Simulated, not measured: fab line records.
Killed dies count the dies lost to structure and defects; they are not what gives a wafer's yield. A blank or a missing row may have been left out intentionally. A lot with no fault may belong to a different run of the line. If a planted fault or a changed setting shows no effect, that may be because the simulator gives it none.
What tool caused it? :: flow n5-finfet :: Sampling: 10 lots, 28 wafers, 5 of 1938 route steps

WHAT THE GAUGES READ, wafer by wafer
N5_BEOL_M4_RC_MEAS_101. Usual: DIBL_N 35.8 mV/V, standard deviation 1.7; DIBL_P 35.9 mV/V, standard deviation 1.9; IOFF_N 0.151 nA/um, standard deviation 0.028; IOFF_P 0.21 nA/um, standard deviation 0.037; ION_N 673 uA/um, standard deviation 12; ION_P 463 uA/um, standard deviation 8.3; SS_N 71.4 mV/dec, standard deviation 0.59; SS_P 73.2 mV/dec, standard deviation 0.63; VT_N 250 mV, standard deviation 3.2; VT_P -250 mV, standard deviation 3.7.
lot: L805
measured: day 7 17:10
on: prober-02
DIBL_N (mV/V): 36.1 35.2
DIBL_P (mV/V): 36.0 35.2
IOFF_N (nA/um): 0.141 0.130
IOFF_P (nA/um): 0.21 0.21
ION_N (uA/um): 667 660
ION_P (uA/um): 462 457
SS_N (mV/dec): 71.5 71.2
SS_P (mV/dec): 73.7 73.0
VT_N (mV): 249 254
VT_P (mV): -247 -250
flag: 

lot: L806
measured: day 7 16:41
on: prober-01
DIBL_N (mV/V): 38.0 38.6 36.2
DIBL_P (mV/V): 37.1 38.5 35.5
IOFF_N (nA/um): 0.171 0.191 0.151
IOFF_P (nA/um): 0.26 0.29 0.23
ION_N (uA/um): 676 683 686
ION_P (uA/um): 470 477 481
SS_N (mV/dec): 71.5 73.0 71.4
SS_P (mV/dec): 73.0 73.0 72.8
VT_N (mV): 247 246 250
VT_P (mV): -245 -242 -244
flag: 

lot: L807
measured: day 7 22:12
on: prober-01
DIBL_N (mV/V): 37.0 37.4 37.3
DIBL_P (mV/V): 36.9 37.2 36.3
IOFF_N (nA/um): 0.171 0.197 0.185
IOFF_P (nA/um): 0.26 0.28 0.27
ION_N (uA/um): 668 688 674
ION_P (uA/um): 466 476 470
SS_N (mV/dec): 72.2 71.6 71.8
SS_P (mV/dec): 74.2 74.1 74.2
VT_N (mV): 251 245 246
VT_P (mV): -245 -243 -243
flag: 

lot: L813
measured: day 10 00:13
on: prober-01
DIBL_N (mV/V): 34.6 32.8
DIBL_P (mV/V): 37.0 34.4
IOFF_N (nA/um): 0.134 0.110
IOFF_P (nA/um): 0.20 0.17
ION_N (uA/um): 662 656
ION_P (uA/um): 461 454
SS_N (mV/dec): 70.8 70.3
SS_P (mV/dec): 73.4 72.3
VT_N (mV): 250 256
VT_P (mV): -251 -253
flag: 

lot: L814
measured: day 10 00:21
on: prober-02
DIBL_N (mV/V): 39.0 37.2 37.3
DIBL_P (mV/V): 39.7 37.8 37.9
IOFF_N (nA/um): 0.211 0.164 0.174
IOFF_P (nA/um): 0.26 0.22 0.23
ION_N (uA/um): 675 670 668
ION_P (uA/um): 462 458 459
SS_N (mV/dec): 72.1 72.2 71.3
SS_P (mV/dec): 73.9 73.9 73.2
VT_N (mV): 245 251 247
VT_P (mV): -248 -248 -249
flag: 

lot: L816
measured: day 10 16:44
on: prober-01
DIBL_N (mV/V): 35.7 33.5 34.9
DIBL_P (mV/V): 36.6 33.9 36.0
IOFF_N (nA/um): 0.149 0.116 0.136
IOFF_P (nA/um): 0.18 0.15 0.17
ION_N (uA/um): 683 666 656
ION_P (uA/um): 462 460 449
SS_N (mV/dec): 70.8 71.0 70.9
SS_P (mV/dec): 72.9 72.7 73.7
VT_N (mV): 251 252 249
VT_P (mV): -254 -259 -254
flag: 

lot: L817
measured: day 10 22:18
on: prober-02
DIBL_N (mV/V): 35.5 34.8 34.6
DIBL_P (mV/V): 36.2 34.5 34.2
IOFF_N (nA/um): 0.139 0.128 0.128
IOFF_P (nA/um): 0.19 0.17 0.16
ION_N (uA/um): 662 663 664
ION_P (uA/um): 454 459 457
SS_N (mV/dec): 71.3 70.2 71.2
SS_P (mV/dec): 72.9 72.5 72.4
VT_N (mV): 251 249 252
VT_P (mV): -253 -256 -253
flag: 

lot: L818
measured: day 11 05:10
on: prober-02
DIBL_N (mV/V): 35.7 38.3 35.8
DIBL_P (mV/V): 34.5 37.7 34.8
IOFF_N (nA/um): 0.134 0.176 0.132
IOFF_P (nA/um): 0.17 0.21 0.17
ION_N (uA/um): 670 673 670
ION_P (uA/um): 458 455 463
SS_N (mV/dec): 71.7 71.8 71.7
SS_P (mV/dec): 72.8 73.4 72.5
VT_N (mV): 253 247 251
VT_P (mV): -254 -252 -255
flag: 

TOOL THAT RAN EACH LOT (tool first, then ch and the chambers of the sampled wafers, then the start)
lot: L805
N5_FIN_CUT_CUT_ETCH_28: rie-si-06 ch 0,3, day 2 03:03
N5_STI_FIN_REVEAL_CMP_04: cmp-03 ch 2, day 2 08:40
N5_STI_FIN_REVEAL_STRIP_16: wet-bench-02 ch 1,5, day 2 11:17
N5_STI_FIN_REVEAL_ETCH_34: rie-si-01 ch 0,3, day 2 11:47

lot: L806
N5_FIN_CUT_CUT_ETCH_28: rie-si-02 ch 0,2,3, day 2 10:09
N5_STI_FIN_REVEAL_CMP_04: cmp-03 ch 1,2,3, day 2 15:36
N5_STI_FIN_REVEAL_STRIP_16: wet-bench-06 ch 1,5,6, day 2 17:59
N5_STI_FIN_REVEAL_ETCH_34: rie-si-05 ch 0,2,3, day 2 18:27

lot: L807
N5_FIN_CUT_CUT_ETCH_28: rie-si-04 ch 1,2,3, day 2 15:38
N5_STI_FIN_REVEAL_CMP_04: cmp-02 ch 0,2, day 2 21:02
N5_STI_FIN_REVEAL_STRIP_16: wet-bench-06 ch 0,4,5, day 2 23:30
N5_STI_FIN_REVEAL_ETCH_34: rie-si-03 ch 1,2,3, day 2 23:59

lot: L813
N5_FIN_CUT_CUT_ETCH_28: rie-si-06 ch 1,2, day 4 02:59
N5_STI_FIN_REVEAL_CMP_04: cmp-02 ch 0,3, day 4 08:23
N5_STI_FIN_REVEAL_STRIP_16: wet-bench-02 ch 0,5, day 4 10:46
N5_STI_FIN_REVEAL_ETCH_34: rie-si-03 ch 0,3, day 4 11:14

lot: L814
N5_FIN_CUT_CUT_ETCH_28: rie-si-06 ch 1,2,3, day 4 09:41
N5_STI_FIN_REVEAL_CMP_04: cmp-01 ch 2,3, day 4 15:04
N5_STI_FIN_REVEAL_STRIP_16: wet-bench-01 ch 1,4,7, day 4 17:28
N5_STI_FIN_REVEAL_ETCH_34: rie-si-05 ch 0,2, day 4 17:58

lot: L816
N5_FIN_CUT_CUT_ETCH_28: rie-si-02 ch 0,2,3, day 5 00:09
N5_STI_FIN_REVEAL_CMP_04: cmp-03 ch 0,1,3, day 5 05:34
N5_STI_FIN_REVEAL_STRIP_16: wet-bench-01 ch 2,4,7, day 5 08:00
N5_STI_FIN_REVEAL_ETCH_34: rie-si-05 ch 0,1,2, day 5 08:29

lot: L817
N5_FIN_CUT_CUT_ETCH_28: rie-si-02 ch 0,3, day 5 05:11
N5_STI_FIN_REVEAL_CMP_04: cmp-02 ch 1,3, day 5 10:37
N5_STI_FIN_REVEAL_STRIP_16: wet-bench-01 ch 1,3,4, day 5 13:08
N5_STI_FIN_REVEAL_ETCH_34: rie-si-03 ch 0,1,3, day 5 13:36

lot: L818
N5_FIN_CUT_CUT_ETCH_28: rie-si-02 ch 0,1,3, day 5 09:46
N5_STI_FIN_REVEAL_CMP_04: cmp-03 ch 1,2,3, day 5 15:08
N5_STI_FIN_REVEAL_STRIP_16: wet-bench-02 ch 0,3,7, day 5 17:41
N5_STI_FIN_REVEAL_ETCH_34: rie-si-03 ch 0,2, day 5 18:11

lot: L821
N5_FIN_CUT_CUT_ETCH_28: rie-si-02 ch 1,3, day 6 03:43
N5_STI_FIN_REVEAL_CMP_04: cmp-01 ch 1,3, day 6 09:08
N5_STI_FIN_REVEAL_STRIP_16: wet-bench-06 ch 0,1,6, day 6 11:51
N5_STI_FIN_REVEAL_ETCH_34: rie-si-01 ch 0,1, day 6 12:29

lot: L822
N5_FIN_CUT_CUT_ETCH_28: rie-si-06 ch 1,2, day 6 10:23
N5_STI_FIN_REVEAL_CMP_04: cmp-03 ch 1,2,3, day 6 15:50
N5_STI_FIN_REVEAL_STRIP_16: wet-bench-02 ch 0,2,5, day 6 18:13
N5_STI_FIN_REVEAL_ETCH_34: rie-si-01 ch 0,1,2, day 6 18:41
- N5_FIN_CUT_CUT_ETCH_28: etches Si in HBr/Cl2/O2, target depth 6 nm, time 2.4 s.
- N5_STI_FIN_REVEAL_CMP_04: polishes, stops on Si3N4, t overpolish 4 s, target thk 131.83 nm.
- N5_STI_FIN_REVEAL_STRIP_16: strips SiNx in H3PO4, target depth 23.8 nm.
- N5_STI_FIN_REVEAL_ETCH_34: etches Si in H2, material Si, target depth 0.97 nm.

AS READ BY THE TOOLS THEMSELVES (means over the sampled wafers that have a number; for cases with no such wafer, the mark the record gives instead)
N5_FIN_CUT_CUT_ETCH_28. Usual: drypump-motor-current-A 6.0 A, standard deviation 0.37; he-backside-leak-sccm 2.8 sccm, standard deviation 0.31; mfc-cl2-sccm 80.02 sccm, standard deviation 0.24; oes-product-au 0.992 a.u., standard deviation 0.016; throttle-valve-pct 37.13 %, standard deviation 0.29.
lot: L805
tool: rie-si-06
drypump-motor-current-A (A): 6.3
he-backside-leak-sccm (sccm): 3.0
mfc-cl2-sccm (sccm): 79.82
oes-product-au (a.u.): 0.989
throttle-valve-pct (%): 36.97
flag: 

lot: L806
tool: rie-si-02
drypump-motor-current-A (A): 6.0
he-backside-leak-sccm (sccm): 2.7
mfc-cl2-sccm (sccm): 79.98
oes-product-au (a.u.): 0.986
throttle-valve-pct (%): 37.02
flag: 

lot: L807
tool: rie-si-04
drypump-motor-current-A (A): 5.9
he-backside-leak-sccm (sccm): 2.6
mfc-cl2-sccm (sccm): 80.09
oes-product-au (a.u.): 1.000
throttle-valve-pct (%): 36.88
flag: 

lot: L813
tool: rie-si-06
drypump-motor-current-A (A): 5.8
he-backside-leak-sccm (sccm): 2.9
mfc-cl2-sccm (sccm): 80.06
oes-product-au (a.u.): 0.988
throttle-valve-pct (%): 37.50
flag: 

lot: L814
tool: rie-si-06
drypump-motor-current-A (A): 6.1
he-backside-leak-sccm (sccm): 2.7
mfc-cl2-sccm (sccm): 80.01
oes-product-au (a.u.): 0.992
throttle-valve-pct (%): 37.36
flag: 

lot: L816
tool: rie-si-02
drypump-motor-current-A (A): 5.9
he-backside-leak-sccm (sccm): 2.8
mfc-cl2-sccm (sccm): 79.93
oes-product-au (a.u.): 0.986
throttle-valve-pct (%): 37.01
flag: 

lot: L817
tool: rie-si-02
drypump-motor-current-A (A): 5.9
he-backside-leak-sccm (sccm): 2.6
mfc-cl2-sccm (sccm): 80.01
oes-product-au (a.u.): 1.001
throttle-valve-pct (%): 37.04
flag: 

lot: L818
tool: rie-si-02
drypump-motor-current-A (A): 6.0
he-backside-leak-sccm (sccm): 2.7
mfc-cl2-sccm (sccm): 79.93
oes-product-au (a.u.): 0.993
throttle-valve-pct (%): 37.13
flag: 

lot: L821
tool: rie-si-02
drypump-motor-current-A (A): 5.9
he-backside-leak-sccm (sccm): 2.5
mfc-cl2-sccm (sccm): 79.93
oes-product-au (a.u.): 0.994
throttle-valve-pct (%): 37.10
flag: 

lot: L822
tool: rie-si-06
drypump-motor-current-A (A): 5.8
he-backside-leak-sccm (sccm): 2.8
mfc-cl2-sccm (sccm): 80.16
oes-product-au (a.u.): 0.986
throttle-valve-pct (%): 37.46
flag: 

N5_STI_FIN_REVEAL_CMP_04. Usual: head-pressure-psi 1.999 psi, standard deviation 0.0041; motor-current-A 8.0 A, standard deviation 0.85; overpolish-run-s 3.999 s, standard deviation 0.0093; slurry-filter-dp-kPa 13.49 kPa, standard deviation 0.12; time-to-endpoint-s 104 s, standard deviation 4.6.
lot: L805
tool: cmp-03
head-pressure-psi (psi): 1.998
motor-current-A (A): 7.8
overpolish-run-s (s): 3.988
slurry-filter-dp-kPa (kPa): 13.43
time-to-endpoint-s (s): 108
flag: 

lot: L806
tool: cmp-03
head-pressure-psi (psi): 1.999
motor-current-A (A): 7.8
overpolish-run-s (s): 3.995
slurry-filter-dp-kPa (kPa): 13.48
time-to-endpoint-s (s): 100
flag: 

lot: L807
tool: cmp-02
head-pressure-psi (psi): 1.997
motor-current-A (A): 9.0
overpolish-run-s (s): 4.003
slurry-filter-dp-kPa (kPa): 13.49
time-to-endpoint-s (s): 101
flag: 

lot: L813
tool: cmp-02
head-pressure-psi (psi): 1.998
motor-current-A (A): 8.2
overpolish-run-s (s): 3.990
slurry-filter-dp-kPa (kPa): 13.54
time-to-endpoint-s (s): 108
flag: 

lot: L814
tool: cmp-01
head-pressure-psi (psi): 2.003
motor-current-A (A): 7.4
overpolish-run-s (s): 3.996
slurry-filter-dp-kPa (kPa): 13.33
time-to-endpoint-s (s): 106
flag: 

lot: L816
tool: cmp-03
head-pressure-psi (psi): 1.997
motor-current-A (A): 7.9
overpolish-run-s (s): 4.002
slurry-filter-dp-kPa (kPa): 13.52
time-to-endpoint-s (s): 108
flag: 

lot: L817
tool: cmp-02
head-pressure-psi (psi): 2.001
motor-current-A (A): 8.8
overpolish-run-s (s): 3.995
slurry-filter-dp-kPa (kPa): 13.48
time-to-endpoint-s (s): 103
flag: 

lot: L818
tool: cmp-03
head-pressure-psi (psi): 2.000
motor-current-A (A): 7.8
overpolish-run-s (s): 3.999
slurry-filter-dp-kPa (kPa): 13.49
time-to-endpoint-s (s): 109
flag: 

lot: L821
tool: cmp-01
head-pressure-psi (psi): 2.003
motor-current-A (A): 8.1
overpolish-run-s (s): 4.002
slurry-filter-dp-kPa (kPa): 13.49
time-to-endpoint-s (s): 104
flag: 

lot: L822
tool: cmp-03
head-pressure-psi (psi): 1.999
motor-current-A (A): 7.7
overpolish-run-s (s): 3.999
slurry-filter-dp-kPa (kPa): 13.49
time-to-endpoint-s (s): 109
flag: 

N5_STI_FIN_REVEAL_STRIP_16. Usual: bath-guard-temp-C 164.9 C, standard deviation 0.44; bath-heat-duty-pct 27.7 %, standard deviation 2.5.
lot: L805
tool: wet-bench-02
bath-guard-temp-C (C): 165.2
bath-heat-duty-pct (%): 28.9
flag: 

lot: L806
tool: wet-bench-06
bath-guard-temp-C (C): 165.0
bath-heat-duty-pct (%): 27.8
flag: 

lot: L807
tool: wet-bench-06
bath-guard-temp-C (C): 165.3
bath-heat-duty-pct (%): 26.2
flag: 

lot: L813
tool: wet-bench-02
bath-guard-temp-C (C): 165.1
bath-heat-duty-pct (%): 30.9
flag: 

lot: L814
tool: wet-bench-01
bath-guard-temp-C (C): 165.1
bath-heat-duty-pct (%): 26.5
flag: 

lot: L816
tool: wet-bench-01
bath-guard-temp-C (C): 164.7
bath-heat-duty-pct (%): 28.2
flag: 

lot: L817
tool: wet-bench-01
bath-guard-temp-C (C): 164.7
bath-heat-duty-pct (%): 25.7
flag: 

lot: L818
tool: wet-bench-02
bath-guard-temp-C (C): 164.7
bath-heat-duty-pct (%): 28.0
flag: 

lot: L821
tool: wet-bench-06
bath-guard-temp-C (C): -
bath-heat-duty-pct (%): -
flag: OFF

lot: L822
tool: wet-bench-02
bath-guard-temp-C (C): -
bath-heat-duty-pct (%): -
flag: OFF

N5_STI_FIN_REVEAL_ETCH_34. Usual: drypump-motor-current-A 5.46 A, standard deviation 0.27; he-backside-leak-sccm 3.1 sccm, standard deviation 0.36; oes-product-au 1.000 a.u., standard deviation 0.017; rf-fwd-power-W 296.9 W, standard deviation 1.4; throttle-valve-pct 25.7 %, standard deviation 0.31.
lot: L805
tool: rie-si-01
drypump-motor-current-A (A): 5.74
he-backside-leak-sccm (sccm): 3.1
oes-product-au (a.u.): 1.008
rf-fwd-power-W (W): 296.5
throttle-valve-pct (%): 25.8
flag: 

lot: L806
tool: rie-si-05
drypump-motor-current-A (A): 5.37
he-backside-leak-sccm (sccm): 2.8
oes-product-au (a.u.): 0.999
rf-fwd-power-W (W): 296.7
throttle-valve-pct (%): 25.8
flag: 

lot: L807
tool: rie-si-03
drypump-motor-current-A (A): 5.32
he-backside-leak-sccm (sccm): 2.8
oes-product-au (a.u.): 1.007
rf-fwd-power-W (W): 297.9
throttle-valve-pct (%): 25.5
flag: 

lot: L813
tool: rie-si-03
drypump-motor-current-A (A): 5.45
he-backside-leak-sccm (sccm): 2.8
oes-product-au (a.u.): 1.001
rf-fwd-power-W (W): 298.7
throttle-valve-pct (%): 25.4
flag: 

lot: L814
tool: rie-si-05
drypump-motor-current-A (A): 5.20
he-backside-leak-sccm (sccm): 2.7
oes-product-au (a.u.): 0.991
rf-fwd-power-W (W): 296.3
throttle-valve-pct (%): 26.1
flag: 

lot: L816
tool: rie-si-05
drypump-motor-current-A (A): 5.23
he-backside-leak-sccm (sccm): 2.9
oes-product-au (a.u.): 1.005
rf-fwd-power-W (W): 296.5
throttle-valve-pct (%): 26.0
flag: 

lot: L817
tool: rie-si-03
drypump-motor-current-A (A): 5.46
he-backside-leak-sccm (sccm): 2.9
oes-product-au (a.u.): 1.008
rf-fwd-power-W (W): 296.1
throttle-valve-pct (%): 25.5
flag: 

lot: L818
tool: rie-si-03
drypump-motor-current-A (A): 5.50
he-backside-leak-sccm (sccm): 2.9
oes-product-au (a.u.): 1.032
rf-fwd-power-W (W): 297.1
throttle-valve-pct (%): 25.2
flag: 

lot: L821
tool: rie-si-01
drypump-motor-current-A (A): 5.42
he-backside-leak-sccm (sccm): 3.4
oes-product-au (a.u.): 0.986
rf-fwd-power-W (W): 297.6
throttle-valve-pct (%): 25.8
flag: 

lot: L822
tool: rie-si-01
drypump-motor-current-A (A): 5.38
he-backside-leak-sccm (sccm): 3.3
oes-product-au (a.u.): 0.994
rf-fwd-power-W (W): 297.1
throttle-valve-pct (%): 25.8
flag: 

THE ANSWER, worked out from the rows above alone
Rule: lot off if the mean of its wafers having a number is beyond 3 standard deviations from the usual mean. Also off: a lot with no number at a reading for which 4 or more lots have one. All remaining lots with rows at the step are treated as sound. The gauges are gone through in route order, then the tools' own readings, and for those a lot's mean is taken as printed above. At the first step where some lot is off, the reading lying furthest off is the one used; lots without a number count as furthest.
Off: L821, L822, at N5_STI_FIN_REVEAL_STRIP_16 (bath-guard-temp-C). Without a number there: L821, L822.
If a tool, at that step or one of the process steps before it, ran each lot that is off and ran no sound lot following the first of them, it fits. Not one of the candidates tried fits.

WHAT WAS PUT IN BY THE SIMULATOR
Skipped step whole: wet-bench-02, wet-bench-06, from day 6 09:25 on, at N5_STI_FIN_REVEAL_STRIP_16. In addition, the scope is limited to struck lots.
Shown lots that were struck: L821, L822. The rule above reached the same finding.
